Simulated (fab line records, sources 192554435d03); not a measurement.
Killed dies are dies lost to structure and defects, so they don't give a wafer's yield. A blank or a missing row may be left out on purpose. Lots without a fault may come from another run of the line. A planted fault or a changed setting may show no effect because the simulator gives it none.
fab line records | flow n5_finfet
record lots=7 wafers=39
route steps=1938 shown BEOL_M12@1639 BEOL_M14@1751 MIM_TOP_LITHO@1845
start_h: hours from the record's first day to the start of the lot's first wafer shown | wait_h: hours since the lot's step before | " the same as in the row above | L1.1+2: a row that stands for several wafers | - no value, or no start given | * or withheld: withheld | < > ~ a bound
route shown NAME@n: a module of which the file shows steps, and the number in the route of the first | usual: mean/standard deviation of fault-free wafers | same: alike in all rows | chamber/n: place in a boat | sites: the reading at each site | _std_site: their standard deviation | _edge_site: outer sites' mean less inner sites' | radius_mm: how far each site lies from the wafer's centre | mask NAME#n: copy n | behind: the tool/chamber that last shaped the wafer | hold: why the lot was held/for how many hours/how that ended | device: the transistor (n, p or np) that didn't switch | end of line: the same wafers' tests at the end of the route | a step without rows: its recipe alone | killed: dies lost to structure and defects at the first sort, not the wafer's yield | map: a wafer's dies, x killed, . not, _ none there
set.NAME: the setting as run; set.NAME@STEP: as run at that earlier step | model.NAME: the simulator's own value behind a step, which no gauge read
lots whose settings were changed on purpose; a table a step, a row a wafer
## steps
# step N5_BEOL_M12_TRENCH_ETCH_34
# recipe chemistry=C4F8/O2/Ar target=SiOC target_depth_a=3189.5 mask_material=SOC pressure_mtorr=30 source_w=3000 bias_w=700 Ar_flow_sccm=400 C4F8_flow_sccm=15 O2_flow_sccm=8 he_inner_torr=15 he_outer_torr=30 time_s=125.5 ion_energy_ev=250
# columns lot.wafer tool chamber start_h wait_h set.time_s model.etch.depth_nm
L074.1 rie_diel-02 0 233.04 0.0 125.5 313.4
L074.2 " 1 " " 150.9 391.5
L074.3 " 2 " " 125.5 312.9
L074.4 " 3 " " 150.9 390.6
L074.5 " 2 " " 125.5 314.9
L074.6 " 1 " " 150.9 391.1
L082.1 rie_diel-04 0 275.76 0.0 182.1 455.2
L082.2 " 3 " " 125.5 314.7
L082.3 " 1 " " 182.1 454.8
L082.4 " 2 " " 182.1 463.1
L082.5 " 3 " " 125.5 316.4
L082.6 " 0 " " 125.5 312.7
L086.1 rie_diel-04 1 317.50 0.0 125.5 327.2
L086.2 " 3 " " 51.85 130.8
L086.3 " 0 " " 51.85 128.5
L086.4 " 2 " " 125.5 317.3
L086.5 " 0 " " 125.5 310.6
L086.6 " 1 " " 51.85 133.9
L091.3 rie_diel-04 3 334.35 0.0 125.5 312.6
L091.5 " 2 " " 125.5 308.5
L091.6 " 3 " " 125.5 315.6
L092.1 rie_diel-02 3 343.45 0.0 97.85 247.6
L092.2 " 0 " " 125.5 310.5
L092.3 " 1 " " 125.5 317.5
L092.4 " 1 " " 97.85 246.8
L092.5 " 0 " " 97.85 243.6
L092.6 " 3 " " 125.5 317.7
L094.1 rie_diel-02 1 358.06 0.0 125.5 322.2
L094.2 " 0 " " 125.5 313.8
L094.3 " 3 " " 125.5 319.8
L094.4 " 3 " " 125.5 317
L094.5 " 0 " " 125.5 313.5
L094.6 " 1 " " 125.5 319.4
L096.1 rie_diel-05 1 361.28 0.0 125.5 312.5
L096.2 " 3 " " 125.5 314.3
L096.3 " 0 " " 70.26 177.2
L096.4 " 3 " " 70.26 176.7
L096.5 " 0 " " 125.5 318
L096.6 " 1 " " 70.26 177.6
# step N5_BEOL_M12_STRIP_70
# recipe chemistry=C4F8/O2/Ar resist=SiARC rf_frequency_hz=6e+07
# step N5_BEOL_M12_OCD_MEAS_35
# usual trench_depth_nm=317/4.2
# columns lot.wafer tool chamber start_h wait_h set.time_s@BEOL_M12_TRENCH_ETCH_34 trench_depth_nm
L074.1 ocd-02 - 233.19 0.0 125.5 314
L074.2 " - " " 150.9 391
L074.3 " - " " 125.5 313
L074.4 " - " " 150.9 390
L074.5 " - " " 125.5 315
L074.6 " - " " 150.9 391
L082.1 ocd-01 - 275.91 0.0 182.1 455
L082.2 " - " " 125.5 314
L082.3 " - " " 182.1 454
L082.4 " - " " 182.1 463
L082.5 " - " " 125.5 317
L082.6 " - " " 125.5 312
L086.1 ocd-02 - 317.65 0.0 125.5 327
L086.2 " - " " 51.85 131
L086.3 " - " " 51.85 129
L086.4 " - " " 125.5 317
L086.5 " - " " 125.5 310
L086.6 " - " " 51.85 134
L091.3 ocd-01 - 334.51 0.0 125.5 313
L091.5 " - " " 125.5 309
L091.6 " - " " 125.5 316
L092.1 ocd-01 - 343.61 0.0 97.85 248
L092.2 " - " " 125.5 310
L092.3 " - " " 125.5 318
L092.4 " - " " 97.85 247
L092.5 " - " " 97.85 244
L092.6 " - " " 125.5 318
L094.1 ocd-02 - 358.22 0.0 125.5 322
L094.2 " - " " 125.5 313
L094.3 " - " " 125.5 319
L094.4 " - " " 125.5 317
L094.5 " - " " 125.5 314
L094.6 " - " " 125.5 319
L096.1 ocd-01 - 361.43 0.0 125.5 312
L096.2 " - " " 125.5 314
L096.3 " - " " 70.26 177
L096.4 " - " " 70.26 177
L096.5 " - " " 125.5 318
L096.6 " - " " 70.26 178
# step N5_BEOL_M12_STRIP_37
# recipe chemistry=N2/H2 power_w=1000 temp_c=250 h2_frac=0.65 overash_fraction=0.3 pressure_mtorr=withheld n2_flow_sccm=1750 h2_flow_sccm=3250
# step N5_BEOL_M12_ETCH_38
# recipe chemistry=CF4/N2 target=SiCN target_depth_a=687 taper_deg=2 time_s=73.4 ion_energy_ev=150 mask_material=SiO2 pressure_mtorr=40 source_w=430 bias_w=70 Ar_flow_sccm=100 cf4_flow_sccm=60 n2_flow_sccm=60
# step N5_BEOL_M12_ECD_47
# recipe material=Cu target_thk_a=7200
# step N5_BEOL_M12_ANNEAL_48
# recipe temp_c=225 time_s=90 ambient=N2
# step N5_BEOL_M12_CMP_49
# recipe stop_on=SiOC t_overpolish_s=20.6 down_force_psi=1 platen_rpm=50 clearing_platen_down_force_psi=1.5 clearing_platen_rpm=50 post_cmp_clean=cu_alkaline target_thk_nm=320 clearing_platen_pad_velocity_m_s=0.99484 pad_velocity_m_s=0.99484
# columns lot.wafer tool chamber start_h wait_h set.time_s@BEOL_M12_TRENCH_ETCH_34 model.Cu_of_BEOL_M12_ECD_47.thk_nm
L074.1 cmp-04 2 235.57 0.3 125.5 315.2
L074.2 " 3 " " 150.9 392.8
L074.3 " 0 " " 125.5 314
L074.4 " 1 " " 150.9 393.2
L074.5 " 2 " " 125.5 318
L074.6 " 3 " " 150.9 392.6
L082.3 cmp-03 3 277.72 0.2 182.1 455.6
L082.2 " 0 " " 125.5 316.4
L082.1 " 1 " " 182.1 456.2
L082.4 " 2 " " 182.1 466.4
L082.6 " 3 " " 125.5 312.6
L082.5 " 0 " " 125.5 319.4
L086.2 cmp-04 3 321.31 0.2 51.85 133.2
L086.3 " 0 " " 51.85 132.4
L086.4 " 1 " " 125.5 322
L086.1 " 2 " " 125.5 330.8
L086.6 " 3 " " 51.85 137
L086.5 " 0 " " 125.5 312.4
L091.3 cmp-04 2 339.09 0.2 125.5 313
L091.6 " 2 " " 125.5 317.4
L091.5 " 3 " " 125.5 309.2
L092.4 cmp-01 1 353.74 0.1 97.85 249.2
L092.2 " 2 " " 125.5 310.2
L092.1 " 3 " " 97.85 248.8
L092.3 " 0 " " 125.5 318
L092.6 " 1 " " 125.5 319.4
L092.5 " 2 " " 97.85 243.4
L094.4 cmp-04 0 359.85 0.1 125.5 319.2
L094.3 " 1 " " 125.5 322.4
L094.2 " 2 " " 125.5 313.8
L094.1 " 3 " " 125.5 323.4
L094.6 " 0 " " 125.5 320.4
L094.5 " 1 " " 125.5 315.8
L096.1 cmp-01 2 363.08 0.3 125.5 313.2
L096.3 " 3 " " 70.26 179.4
L096.4 " 0 " " 70.26 177.6
L096.2 " 1 " " 125.5 316.4
L096.6 " 2 " " 70.26 179.2
L096.5 " 3 " " 125.5 320.6
# step N5_BEOL_M12_THK_MEAS_50
# recipe thk_meas_gauge=xrf reads=Cu_of_BEOL_M12_ECD_47
# usual M12_THK=313/5.1
# columns lot.wafer tool chamber start_h wait_h set.time_s@BEOL_M12_TRENCH_ETCH_34 M12_THK[nm]
L074.1 film_metro-01 - 235.86 - 125.5 311
L074.2 " - " " 150.9 390
L074.3 " - " " 125.5 310
L074.4 " - " " 150.9 388
L074.5 " - " " 125.5 315
L074.6 " - " " 150.9 387
L082.1 film_metro-01 - 278.02 - 182.1 454
L082.2 " - " " 125.5 315
L082.3 " - " " 182.1 453
L082.4 " - " " 182.1 465
L082.5 " - " " 125.5 318
L082.6 " - " " 125.5 311
L086.1 film_metro-01 - 321.61 - 125.5 326
L086.2 " - " " 51.85 131
L086.3 " - " " 51.85 131
L086.4 " - " " 125.5 317
L086.5 " - " " 125.5 309
L086.6 " - " " 51.85 135
L091.3 film_metro-02 - 339.38 - 125.5 310
L091.5 " - " " 125.5 307
L091.6 " - " " 125.5 315
L092.1 film_metro-01 - 354.04 - 97.85 245
L092.2 " - " " 125.5 306
L092.3 " - " " 125.5 313
L092.4 " - " " 97.85 246
L092.5 " - " " 97.85 239
L092.6 " - " " 125.5 314
L094.1 film_metro-01 - 360.14 - 125.5 315
L094.2 " - " " 125.5 305
L094.3 " - " " 125.5 315
L094.4 " - " " 125.5 311
L094.5 " - " " 125.5 306
L094.6 " - " " 125.5 312
L096.1 film_metro-02 - 363.38 - 125.5 308
L096.2 " - " " 125.5 310
L096.3 " - " " 70.26 175
L096.4 " - " " 70.26 174
L096.5 " - " " 125.5 312
L096.6 " - " " 70.26 175
# step N5_BEOL_M12_PRE_CLEAN_52
# recipe gas=NH3 time_s=15 temp_c=withheld rf_power_w=300
# step N5_BEOL_M12_DEP_53
# recipe material=SiCN target_thk_a=300 temp_c=withheld precursor=3MS/NH3 pressure_torr=3 rf_w=675 time_s=10.5
# step N5_BEOL_M12_RS_MEAS_54
# recipe thk_meas_gauge=four-point-probe reads=Cu_of_BEOL_M12_ECD_47+Ta_of_BEOL_M12_SPUTTER_44+TaN_of_BEOL_M12_SPUTTER_43
# usual M12_RS=0.0604/0.0009
# columns lot.wafer tool chamber start_h wait_h set.time_s@BEOL_M12_TRENCH_ETCH_34 M12_RS[ohm/sq]
L074.1 film_metro-01 - 235.98 0.0 125.5 0.0610
L074.2 " - " " 150.9 0.0486
L074.3 " - " " 125.5 0.0611
L074.4 " - " " 150.9 0.0485
L074.5 " - " " 125.5 0.0606
L074.6 " - " " 150.9 0.0486
L082.1 film_metro-02 - 278.14 0.0 182.1 0.0415
L082.2 " - " " 125.5 0.0607
L082.3 " - " " 182.1 0.0415
L082.4 " - " " 182.1 0.0406
L082.5 " - " " 125.5 0.0601
L082.6 " - " " 125.5 0.0615
L086.1 film_metro-01 - 321.73 0.0 125.5 0.0580
L086.2 " - " " 51.85 0.1537
L086.3 " - " " 51.85 0.1549
L086.4 " - " " 125.5 0.0596
L086.5 " - " " 125.5 0.0615
L086.6 " - " " 51.85 0.1488
L091.3 film_metro-02 - 339.51 0.0 125.5 0.0615
L091.5 " - " " 125.5 0.0622
L091.6 " - " " 125.5 0.0607
L092.1 film_metro-02 - 354.16 0.0 97.85 0.0783
L092.2 " - " " 125.5 0.0621
L092.3 " - " " 125.5 0.0605
L092.4 " - " " 97.85 0.0782
L092.5 " - " " 97.85 0.0801
L092.6 " - " " 125.5 0.0601
L094.1 film_metro-01 - 360.27 0.0 125.5 0.0593
L094.2 " - " " 125.5 0.0614
L094.3 " - " " 125.5 0.0596
L094.4 " - " " 125.5 0.0602
L094.5 " - " " 125.5 0.0609
L094.6 " - " " 125.5 0.0600
L096.1 film_metro-01 - 363.50 0.0 125.5 0.0614
L096.2 " - " " 125.5 0.0607
L096.3 " - " " 70.26 0.1110
L096.4 " - " " 70.26 0.1120
L096.5 " - " " 125.5 0.0600
L096.6 " - " " 70.26 0.1111
# step N5_BEOL_M14_ETCH_68
# recipe chemistry=N2/H2 target=SOC mask_material=SiARC source_w=3000 bias_w=350 temp_c=40 time_s=450 ion_energy_ev=200 pressure_mtorr=30 n2_flow_sccm=200 h2_flow_sccm=200
# columns lot.wafer tool chamber start_h wait_h set.target_depth_a model.SiARC_of_BEOL_M14_COAT_66.thk_nm
L074.1 rie_diel-05 0 243.52 0.1 9000 65.8
L074.2 " 1 " " 9000 66.4
L074.3 " 3 " " 9000 66
L074.4+5 " 2,1 " " 4557 88.2
L074.6 " 2 " " 4557 88.4
L082.1+2+4 rie_diel-05 0,2,1 286.36 0.1 9000 65.6
L082.3 " 3 " " 9000 65.8
L082.5+6 " 1,0 " " 9000 65.4
L086.1 rie_diel-04 2 329.31 0.1 9000 66.2
L086.2 " 1 " " 4548 87.4
L086.3 " 3 " " 9000 66
L086.4 " 0 " " 4548 88.4
L086.5 " 1 " " 4548 87.2
L086.6 " 0 " " 9000 67
L091.3 rie_diel-04 2 349.23 0.2 9000 65.4
L091.5 " 1 " " 9000 63.8
L091.6 " 2 " " 9000 65.2
L092.1 rie_diel-02 3 362.37 0.1 9000 65.6
L092.2 " 1 " " 5133 84.6
L092.3 " 0 " " 9000 67
L092.4+5 " 3,1 " " 5133 85
L092.6 " 0 " " 9000 66.2
L094.1 rie_diel-04 2 368.82 0.1 9000 65.4
L094.2+4 " 0,1 " " 6959 75
L094.3 " 1 " " 6959 74.2
L094.5 " 2 " " 9000 65
L094.6 " 0 " " 9000 64.6
L096.1+5 rie_diel-04 1 370.16 0.1 9000 64
L096.2 " 0 " " 5423 82.6
L096.3 " 2 " " 9000 65.2
L096.4 " 2 " " 5423 83.2
L096.6 " 0 " " 5423 82.8
# step N5_MIM_TOP_LITHO_DEVELOP_07
# recipe develop_time_s=60 rinse_liquid=diw dry=air_spin dev_temp_c=21
# columns lot.wafer tool chamber start_h wait_h set.develop_time_s
L074.1+2+3+4+5+6 litho_track-02 0 - - 60
L082.1+4+6 litho_track-05 0 - - 33.51
L082.2+3+5 " 0 " " 60
L086.1+2+5 litho_track-05 0 - - 60
L086.3+4+6 " 0 " " 41.27
L091.3+5+6 litho_track-03 0 - - 60
L092.1+4+6 litho_track-02 0 - - 43.44
L092.2+3+5 " 0 " " 60
L094.1+3+6 litho_track-02 0 - - 95.85
L094.2+4+5 " 0 " " 60
L096.1+2+3+4+5+6 litho_track-02 0 - - 60
# step N5_MIM_TOP_LITHO_HARDBAKE_09
# recipe temp_c=130 time_s=120
# step N5_MIM_TOP_LITHO_CD_MEAS_08
# recipe target_cd_nm=2000 landing_energy_ev=500 detector=se_inlens
# usual cd_nm=2001.4/1.8
# columns lot.wafer tool chamber start_h wait_h set.develop_time_s@MIM_TOP_LITHO_DEVELOP_07 cd_nm
L074.1 cd_sem-01 0 261.98 - 60 2001.9
L074.2 " 0 " " 60 2002.8
L074.3 " 0 " " 60 2004.7
L074.4 " 0 " " 60 2001.5
L074.5 " 0 " " 60 2001.8
L074.6 " 0 " " 60 2002.5
L082.1 cd_sem-01 0 300.43 - 33.51 2013.7
L082.2 " 0 " " 60 2000.5
L082.3 " 0 " " 60 2001.3
L082.4 " 0 " " 33.51 2012.7
L082.5 " 0 " " 60 2003.1
L082.6 " 0 " " 33.51 2013.6
L086.1 cd_sem-02 0 344.12 - 60 1998.0
L086.2 " 0 " " 60 1998.7
L086.3 " 0 " " 41.27 2005.2
L086.4 " 0 " " 41.27 2003.6
L086.5 " 0 " " 60 1996.8
L086.6 " 0 " " 41.27 2003.5
L091.3 cd_sem-03 0 363.68 - 60 2000.0
L091.5 " 0 " " 60 1998.3
L091.6 " 0 " " 60 2002.2
L092.1 cd_sem-03 0 376.86 - 43.44 2009.0
L092.2 " 0 " " 60 2003.6
L092.3 " 0 " " 60 2002.7
L092.4 " 0 " " 43.44 2009.7
L092.5 " 0 " " 60 2003.6
L092.6 " 0 " " 43.44 2009.0
L094.1 cd_sem-03 0 381.50 - 95.85 1991.6
L094.2 " 0 " " 60 2002.7
L094.3 " 0 " " 95.85 1992.0
L094.4 " 0 " " 60 2002.8
L094.5 " 0 " " 60 2002.4
L094.6 " 0 " " 95.85 1992.2
L096.1 cd_sem-03 0 385.55 - 60 2001.5
L096.2 " 0 " " 60 2002.8
L096.3 " 0 " " 60 2001.1
L096.4 " 0 " " 60 2002.5
L096.5 " 0 " " 60 2002.3
L096.6 " 0 " " 60 2000.3
# step N5_MIM_TOP_LITHO_DESCUM_10
# recipe chemistry=O2 time_s=7.9 source_power_w=50 bias_power_w=20 pressure_mtorr=20 rf_frequency_hz=2.712e+07 temp_c=40 o2_flow_sccm=225
# columns lot.wafer tool chamber start_h wait_h set.develop_time_s@MIM_TOP_LITHO_DEVELOP_07 model.MIM_TOP_LITHO.cd_nm
L074.1+5+6 rie_diel-04 1,2,3 262.07 0.0 60 2002
L074.2 " 3 " " 60 2003
L074.3 " 0 " " 60 2004
L074.4 " 2 " " 60 2001
L082.1 rie_diel-05 3 300.52 0.0 33.51 2014
L082.2 " 0 " " 60 2000
L082.3 " 1 " " 60 2002
L082.4+6 " 2,3 " " 33.51 2013
L082.5 " 2 " " 60 2003
L086.1+2 rie_diel-04 1,2 344.21 0.0 60 1998
L086.3 " 3 " " 41.27 2005
L086.4+6 " 2,1 " " 41.27 2003
L086.5 " 3 " " 60 1997
L091.3 rie_diel-04 2 363.77 0.0 60 2000
L091.5 " 0 " " 60 1998
L091.6 " 1 " " 60 2002
L092.1+6 rie_diel-04 1,0 376.95 0.0 43.44 2009
L092.2+5 " 2 " " 60 2004
L092.3 " 0 " " 60 2003
L092.4 " 1 " " 43.44 2010
L094.1+3+6 rie_diel-04 2,0,1 381.79 0.2 95.85 1992
L094.2+4 " 1,0 " " 60 2003
L094.5 " 2 " " 60 2002
L096.1 rie_diel-05 2 385.65 0.0 60 -
L096.2 " 3 " " 60 2003
L096.3 " 0 " " 60 2001
L096.4+5 " 0,3 " " 60 2002
L096.6 " 2 " " 60 2000
## key
split step=N5_BEOL_M12_TRENCH_ETCH_34 setting=time_s stated=125.5 by=wafer
response step=N5_BEOL_M12_TRENCH_ETCH_34 reading=model.etch.depth_nm change=+3.2 per=1% r=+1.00
response step=N5_BEOL_M12_OCD_MEAS_35 reading=trench_depth_nm change=+3.19 per=1% r=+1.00
response step=N5_BEOL_M12_CMP_49 reading=model.Cu_of_BEOL_M12_ECD_47.thk_nm change=+3.2 per=1% r=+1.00
response step=N5_BEOL_M12_THK_MEAS_50 reading=M12_THK change=+3.16 per=1% r=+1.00
response step=N5_BEOL_M12_RS_MEAS_54 reading=M12_RS change=-0.00111 per=1% r=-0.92
split step=N5_BEOL_M14_ETCH_68 setting=target_depth_a stated=9000 by=wafer
response step=N5_BEOL_M14_ETCH_68 reading=model.SiARC_of_BEOL_M14_COAT_66.thk_nm change=-0.442 per=1% r=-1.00
split step=N5_MIM_TOP_LITHO_DEVELOP_07 setting=develop_time_s stated=60 by=wafer
response step=N5_MIM_TOP_LITHO_CD_MEAS_08 reading=cd_nm change=-0.209 per=1% r=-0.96
response step=N5_MIM_TOP_LITHO_DESCUM_10 reading=model.MIM_TOP_LITHO.cd_nm change=-0.207 per=1% r=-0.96
